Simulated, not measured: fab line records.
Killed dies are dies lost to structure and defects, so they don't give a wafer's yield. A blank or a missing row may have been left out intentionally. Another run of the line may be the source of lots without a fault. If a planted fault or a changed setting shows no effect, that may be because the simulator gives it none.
Split-lot experiment || flow n5_finfet || 39 wafers read across 7 lots, on a route 1938 steps long

THE SPLIT
At N5_HKMG_FIN_ETCH_86 (etches SOC in N2/H2, stops on TiN, target depth 393.2 nm), the setting target_depth_a was moved away from the recipe's 3932 angstrom on 12 of the 39 wafers read, by -10.4% to +9.5%. All remaining wafers had this setting at the recipe value.

Reading taken at the split's own step.

THE READING
SOC_of_HKMG_FIN_COAT_85.thk_nm (the simulator's own value, which no gauge read), in nm, at N5_HKMG_FIN_ETCH_86 (etches SOC in N2/H2, stops on TiN, target depth 393.2 nm). There is no usual value for it anywhere in the file. Across the 27 wafers here that went through the recipe, the average is 17.3 nm and the standard deviation 3.1 nm.

{"wafer": "L077.1", "tool, chamber at the split": "rie_diel-06, 1", "target_depth_a as run, angstrom": 3557, "against the recipe": "-9.5%", "SOC_of_HKMG_FIN_COAT_85.thk_nm, nm": 46.6, "against lot-mates on the recipe": "+30.4"}
{"wafer": "L077.2", "tool, chamber at the split": "rie_diel-06, 0", "target_depth_a as run, angstrom": 3932, "against the recipe": "recipe", "SOC_of_HKMG_FIN_COAT_85.thk_nm, nm": 14, "against lot-mates on the recipe": "-"}
{"wafer": "L077.3", "tool, chamber at the split": "rie_diel-06, 3", "target_depth_a as run, angstrom": 3557, "against the recipe": "-9.5%", "SOC_of_HKMG_FIN_COAT_85.thk_nm, nm": 42, "against lot-mates on the recipe": "+25.8"}
{"wafer": "L077.4", "tool, chamber at the split": "rie_diel-06, 2", "target_depth_a as run, angstrom": 3932, "against the recipe": "recipe", "SOC_of_HKMG_FIN_COAT_85.thk_nm, nm": 14.8, "against lot-mates on the recipe": "-"}
{"wafer": "L077.5", "tool, chamber at the split": "rie_diel-06, 1", "target_depth_a as run, angstrom": 3932, "against the recipe": "recipe", "SOC_of_HKMG_FIN_COAT_85.thk_nm, nm": 19.8, "against lot-mates on the recipe": "-"}
{"wafer": "L077.6", "tool, chamber at the split": "rie_diel-06, 0", "target_depth_a as run, angstrom": 3557, "against the recipe": "-9.5%", "SOC_of_HKMG_FIN_COAT_85.thk_nm, nm": 41.2, "against lot-mates on the recipe": "+25.0"}
{"wafer": "L082.1", "tool, chamber at the split": "rie_diel-04, 2", "target_depth_a as run, angstrom": 3525, "against the recipe": "-10.4%", "SOC_of_HKMG_FIN_COAT_85.thk_nm, nm": 47.8, "against lot-mates on the recipe": "+30.7"}
{"wafer": "L082.2", "tool, chamber at the split": "rie_diel-04, 1", "target_depth_a as run, angstrom": 3932, "against the recipe": "recipe", "SOC_of_HKMG_FIN_COAT_85.thk_nm, nm": 20, "against lot-mates on the recipe": "-"}
{"wafer": "L082.3", "tool, chamber at the split": "rie_diel-04, 0", "target_depth_a as run, angstrom": 3932, "against the recipe": "recipe", "SOC_of_HKMG_FIN_COAT_85.thk_nm, nm": 12.6, "against lot-mates on the recipe": "-"}
{"wafer": "L082.4", "tool, chamber at the split": "rie_diel-04, 3", "target_depth_a as run, angstrom": 3525, "against the recipe": "-10.4%", "SOC_of_HKMG_FIN_COAT_85.thk_nm, nm": 46.6, "against lot-mates on the recipe": "+29.5"}
{"wafer": "L082.5", "tool, chamber at the split": "rie_diel-04, 1", "target_depth_a as run, angstrom": 3525, "against the recipe": "-10.4%", "SOC_of_HKMG_FIN_COAT_85.thk_nm, nm": 49, "against lot-mates on the recipe": "+31.9"}
{"wafer": "L082.6", "tool, chamber at the split": "rie_diel-04, 2", "target_depth_a as run, angstrom": 3932, "against the recipe": "recipe", "SOC_of_HKMG_FIN_COAT_85.thk_nm, nm": 18.6, "against lot-mates on the recipe": "-"}
{"wafer": "L084.1", "tool, chamber at the split": "rie_diel-06, 0", "target_depth_a as run, angstrom": 3932, "against the recipe": "recipe", "SOC_of_HKMG_FIN_COAT_85.thk_nm, nm": 14.6, "against lot-mates on the recipe": "-"}
{"wafer": "L084.2", "tool, chamber at the split": "rie_diel-06, 2", "target_depth_a as run, angstrom": 3747, "against the recipe": "-4.7%", "SOC_of_HKMG_FIN_COAT_85.thk_nm, nm": 28.8, "against lot-mates on the recipe": "+13.7"}
{"wafer": "L084.3", "tool, chamber at the split": "rie_diel-06, 1", "target_depth_a as run, angstrom": 3747, "against the recipe": "-4.7%", "SOC_of_HKMG_FIN_COAT_85.thk_nm, nm": 33.6, "against lot-mates on the recipe": "+18.5"}
{"wafer": "L084.4", "tool, chamber at the split": "rie_diel-06, 3", "target_depth_a as run, angstrom": 3747, "against the recipe": "-4.7%", "SOC_of_HKMG_FIN_COAT_85.thk_nm, nm": 29.2, "against lot-mates on the recipe": "+14.1"}
{"wafer": "L084.5", "tool, chamber at the split": "rie_diel-06, 2", "target_depth_a as run, angstrom": 3932, "against the recipe": "recipe", "SOC_of_HKMG_FIN_COAT_85.thk_nm, nm": 15.2, "against lot-mates on the recipe": "-"}
{"wafer": "L084.6", "tool, chamber at the split": "rie_diel-06, 3", "target_depth_a as run, angstrom": 3932, "against the recipe": "recipe", "SOC_of_HKMG_FIN_COAT_85.thk_nm, nm": 15.6, "against lot-mates on the recipe": "-"}
{"wafer": "L086.1", "tool, chamber at the split": "rie_diel-04, 0", "target_depth_a as run, angstrom": 3932, "against the recipe": "recipe", "SOC_of_HKMG_FIN_COAT_85.thk_nm, nm": 12.8, "against lot-mates on the recipe": "-"}
{"wafer": "L086.5", "tool, chamber at the split": "rie_diel-04, 3", "target_depth_a as run, angstrom": 3932, "against the recipe": "recipe", "SOC_of_HKMG_FIN_COAT_85.thk_nm, nm": 17.6, "against lot-mates on the recipe": "-"}
{"wafer": "L086.6", "tool, chamber at the split": "rie_diel-04, 2", "target_depth_a as run, angstrom": 3932, "against the recipe": "recipe", "SOC_of_HKMG_FIN_COAT_85.thk_nm, nm": 18.8, "against lot-mates on the recipe": "-"}
{"wafer": "L090.1", "tool, chamber at the split": "rie_diel-01, 3", "target_depth_a as run, angstrom": 3932, "against the recipe": "recipe", "SOC_of_HKMG_FIN_COAT_85.thk_nm, nm": 13.2, "against lot-mates on the recipe": "-"}
{"wafer": "L090.2", "tool, chamber at the split": "rie_diel-01, 1", "target_depth_a as run, angstrom": 3932, "against the recipe": "recipe", "SOC_of_HKMG_FIN_COAT_85.thk_nm, nm": 19.4, "against lot-mates on the recipe": "-"}
{"wafer": "L090.6", "tool, chamber at the split": "rie_diel-01, 1", "target_depth_a as run, angstrom": 3932, "against the recipe": "recipe", "SOC_of_HKMG_FIN_COAT_85.thk_nm, nm": 19.4, "against lot-mates on the recipe": "-"}
{"wafer": "L090.3", "tool, chamber at the split": "rie_diel-01, 2", "target_depth_a as run, angstrom": 3932, "against the recipe": "recipe", "SOC_of_HKMG_FIN_COAT_85.thk_nm, nm": 23.8, "against lot-mates on the recipe": "-"}
{"wafer": "L090.4", "tool, chamber at the split": "rie_diel-01, 0", "target_depth_a as run, angstrom": 3932, "against the recipe": "recipe", "SOC_of_HKMG_FIN_COAT_85.thk_nm, nm": 15.2, "against lot-mates on the recipe": "-"}
{"wafer": "L090.5", "tool, chamber at the split": "rie_diel-01, 2", "target_depth_a as run, angstrom": 3932, "against the recipe": "recipe", "SOC_of_HKMG_FIN_COAT_85.thk_nm, nm": 23.6, "against lot-mates on the recipe": "-"}
{"wafer": "L091.1", "tool, chamber at the split": "rie_diel-06, 3", "target_depth_a as run, angstrom": 3932, "against the recipe": "recipe", "SOC_of_HKMG_FIN_COAT_85.thk_nm, nm": 16.2, "against lot-mates on the recipe": "-"}
{"wafer": "L091.2", "tool, chamber at the split": "rie_diel-06, 2", "target_depth_a as run, angstrom": 3932, "against the recipe": "recipe", "SOC_of_HKMG_FIN_COAT_85.thk_nm, nm": 15.4, "against lot-mates on the recipe": "-"}
{"wafer": "L091.6", "tool, chamber at the split": "rie_diel-06, 2", "target_depth_a as run, angstrom": 3932, "against the recipe": "recipe", "SOC_of_HKMG_FIN_COAT_85.thk_nm, nm": 15.4, "against lot-mates on the recipe": "-"}
{"wafer": "L091.3", "tool, chamber at the split": "rie_diel-06, 0", "target_depth_a as run, angstrom": 3932, "against the recipe": "recipe", "SOC_of_HKMG_FIN_COAT_85.thk_nm, nm": 14.8, "against lot-mates on the recipe": "-"}
{"wafer": "L091.4", "tool, chamber at the split": "rie_diel-06, 1", "target_depth_a as run, angstrom": 3932, "against the recipe": "recipe", "SOC_of_HKMG_FIN_COAT_85.thk_nm, nm": 21, "against lot-mates on the recipe": "-"}
{"wafer": "L091.5", "tool, chamber at the split": "rie_diel-06, 1", "target_depth_a as run, angstrom": 3932, "against the recipe": "recipe", "SOC_of_HKMG_FIN_COAT_85.thk_nm, nm": 21, "against lot-mates on the recipe": "-"}
{"wafer": "L095.1", "tool, chamber at the split": "rie_diel-01, 0,3,3", "target_depth_a as run, angstrom": 4306, "against the recipe": "+9.5%", "SOC_of_HKMG_FIN_COAT_85.thk_nm, nm": 8.6, "against lot-mates on the recipe": -9.7}
{"wafer": "L095.3", "tool, chamber at the split": "rie_diel-01, 0,3,3", "target_depth_a as run, angstrom": 4306, "against the recipe": "+9.5%", "SOC_of_HKMG_FIN_COAT_85.thk_nm, nm": 8.6, "against lot-mates on the recipe": -9.7}
{"wafer": "L095.4", "tool, chamber at the split": "rie_diel-01, 0,3,3", "target_depth_a as run, angstrom": 4306, "against the recipe": "+9.5%", "SOC_of_HKMG_FIN_COAT_85.thk_nm, nm": 8.6, "against lot-mates on the recipe": -9.7}
{"wafer": "L095.2", "tool, chamber at the split": "rie_diel-01, 1", "target_depth_a as run, angstrom": 3932, "against the recipe": "recipe", "SOC_of_HKMG_FIN_COAT_85.thk_nm, nm": 19.8, "against lot-mates on the recipe": "-"}
{"wafer": "L095.6", "tool, chamber at the split": "rie_diel-01, 1", "target_depth_a as run, angstrom": 3932, "against the recipe": "recipe", "SOC_of_HKMG_FIN_COAT_85.thk_nm, nm": 19.8, "against lot-mates on the recipe": "-"}
{"wafer": "L095.5", "tool, chamber at the split": "rie_diel-01, 0", "target_depth_a as run, angstrom": 3932, "against the recipe": "recipe", "SOC_of_HKMG_FIN_COAT_85.thk_nm, nm": 15.4, "against lot-mates on the recipe": "-"}
The file does not say which wafer passed through which chamber wherever a row lists several chambers: such a row stands for several wafers.

FIT RESULTS
A straight line over all 39 wafers: SOC_of_HKMG_FIN_COAT_85.thk_nm changes by -2.17 nm for each +1% of target_depth_a; r = -0.91; the points scatter about the line by 4.8 nm.
The same after taking each lot's own level away (the mean of its wafers on the recipe; 39 wafers): -2.28 nm for each +1%; r = -0.92; scatter 4.6 nm.
Per that fit: largest target_depth_a move, reading shift of 24 nm.
The span of the lots' own levels, 15.13 to 19.10 nm, comes to 1.3 times the standard deviation stated above.
Hence the lot-to-lot level has little effect on the slope; both slopes agree.
Check: with one of the wafers moved furthest among these (-10.4%) left out of the fit, the line predicts +25.1 nm for it against its lot-mates. Against them it came out at +30.7 nm.

FURTHER SPLITS ON THESE WAFERS
Note: prior to the reading, these wafers also went through further splits. Each is held against what the fit with the lots' levels taken away leaves over:
{"other split on the same wafers": "N5_WELL_APT_EXPOSE_22 dose_mj", "wafers away from the commonest value": 15, "r with SOC_of_HKMG_FIN_COAT_85.thk_nm (lot level and that fit taken away)": -0.05}
{"other split on the same wafers": "N5_DUMMY_GATE_ETCH_37 source_w", "wafers away from the commonest value": 18, "r with SOC_of_HKMG_FIN_COAT_85.thk_nm (lot level and that fit taken away)": "+0.02"}
{"other split on the same wafers": "N5_DUMMY_GATE_ETCH_32 time_s", "wafers away from the commonest value": 18, "r with SOC_of_HKMG_FIN_COAT_85.thk_nm (lot level and that fit taken away)": "+0.03"}
{"other split on the same wafers": "N5_HKMG_FIN_ETCH_55 time_s", "wafers away from the commonest value": 15, "r with SOC_of_HKMG_FIN_COAT_85.thk_nm (lot level and that fit taken away)": -0.15}

THE FILE'S OWN FIT
SOC_of_HKMG_FIN_COAT_85.thk_nm changes by -2.39 nm for each +1% of target_depth_a, r = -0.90.
